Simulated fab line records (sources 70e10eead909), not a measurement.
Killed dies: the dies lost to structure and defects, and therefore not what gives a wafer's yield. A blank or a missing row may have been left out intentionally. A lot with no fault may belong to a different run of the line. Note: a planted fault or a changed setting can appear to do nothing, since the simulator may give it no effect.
Matching of chambers ; flow nandHarc ; aldMetal-02 running NHARC_A_CONTACT_ALD_18: 4 sister chambers
The step deposits TiN, target thk 3 nm, pulse time 1 s, ald cycles 150. 4 wafers are shown with their chamber, then 7 later ones without.

## WAFERS, EACH WITH ITS CHAMBER
wafer;chamber;heaterPowerW (W)
L148.1;2;890
L156.5;3;924
L157.1;1;1163
L157.5;0;1092

## WAFERS MISSING THEIR CHAMBER
wafer;heaterPowerW (W)
L157.6;944
L169.1;938
L169.3;916
L169.5;1071
L170.2;1075
L170.3;949
L170.4;952

## EACH ONE'S CHAMBER
wafer;from the rows above;in truth
L157.6;can't be placed: 3 or 2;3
L169.1;can't be placed: 3 or 2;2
L169.3;can't be placed: 3 or 2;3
L169.5;0;0
L170.2;0;0
L170.3;can't be placed: 3 or 2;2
L170.4;can't be placed: 3 or 2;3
Correctly placed: 2 of 7. Cannot be placed on the basis of these rows: 5; the candidates contain the true chamber in 5. Wrongly placed: 0.
How it was worked out, from the rows above alone: a wafer's distance from a chamber is the root of the sum, over the readings, of the square of ((its reading less the chamber's mean) divided by the reading's scatter). The wafer belongs to the nearest chamber; if the next one is less than 2 further off, it can't be placed. A chamber's mean is the mean of its shown wafers. The scatter (one wafer shown for each chamber): square how far every hidden wafer sits from the nearest shown wafer, average those squares and take the square root.
